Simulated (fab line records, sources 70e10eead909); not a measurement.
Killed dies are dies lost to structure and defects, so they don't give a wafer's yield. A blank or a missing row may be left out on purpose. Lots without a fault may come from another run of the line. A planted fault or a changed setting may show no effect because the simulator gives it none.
Problem report in the 8D (eight disciplines) form, filled by code | flow nand_harc | the parts of the form that need people (team, actions taken, sign-off) are left out

1. THE PROBLEM
rf_fwd_power_W at NHARC_P_GATE_ETCH_104 reads a mean of 291.6 W on 6 wafers of 2 lots; wafers without a fault read 491.9 W with a standard deviation of 2.9. That is -69 standard deviations from the usual mean.
The step: etches the open film in CF4/CHF3, target depth 60 nm.
First seen on wafer L935.3, day 6 12:27, on rie_diel-02. The record holds 36 wafers of 12 lots with a number at this step. Rule for "out", or "out of limits": more than 4 standard deviations from the usual mean. The other wafers with a number count as sound.

2. WHAT IT IS AND WHAT IT IS NOT
question                    | is                             | is not
which readings at this step | rf_fwd_power_W, oes_product_au | drypump_motor_current_A, rf_vpp_V, showerhead_plenum_p_Torr, throttle_valve_pct
which lots                  | L933, L935                     | L927, L931, L932, L934, L940, L945, L947, L948, L949, L950
which wafers of those lots  | all that have a number         | -
read on which tools         | rie_diel-02                    | rie_diel-04, rie_diel-08
when                        | from day 6 12:27               | up to then (12 sound wafers); but 18 sound wafers of L940, L945, L947, L948, L949, L950 came after

3. SUSPECTS, AND WHAT RULES EACH OUT
Counting: a tool at a process step up to the reading stays a suspect if it ran every lot that is out and no sound lot after the first of them.
- rie_diel-08 at NHARC_P_GATE_DESCUM_13 (chemistry O2, time 3 s): ruled out as a lasting fault. Sound lots L947, L950 ran on it after its first lot that is out, L935 (day 5 22:01).
- rie_diel-02 at NHARC_P_GATE_ETCH_104 (etches the open film in CF4/CHF3, target depth 60 nm): ruled out as a lasting fault. Sound lots L948, L950 ran on it after its first lot that is out, L935 (day 6 12:27).
Left after counting: nothing in the record.

4. THE CAUSE (what the simulator had put in)
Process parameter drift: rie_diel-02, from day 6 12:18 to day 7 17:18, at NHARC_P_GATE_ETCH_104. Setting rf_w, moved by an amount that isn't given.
Counting ruled it out, wrongly.

5. THE CHAIN OF EFFECTS, in route order
Each row: a reading whose mean over the struck wafers that have a number lies more than 3 standard deviations from the usual. Only readings for which the record gives a usual standard deviation are gone through. hours: the time from each lot's start at the first step in this table that gives one to its start at this step, as a median over the lots. sigmas: the change in usual standard deviations.
hours | step                  | reading        | usual      | on struck wafers | change | sigmas
0     | NHARC_P_GATE_ETCH_104 | oes_product_au | 0.949 a.u. | 0.715            | -0.234 | -12
0     | NHARC_P_GATE_ETCH_104 | rf_fwd_power_W | 491.9 W    | 291.6            | -200.3 | -69
The process steps in it:
- NHARC_P_GATE_ETCH_104: etches the open film in CF4/CHF3, target depth 60 nm.
Later measuring or inspecting steps at which every struck wafer that the step has a row for has a number for every such reading, and none has moved that far: NHARC_END_SORT_01.

6. WHAT WOULD HAVE CAUGHT IT SOONER
In this record the first reading out of limits was taken at day 6 12:27, 0 hours after the fault began at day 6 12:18.
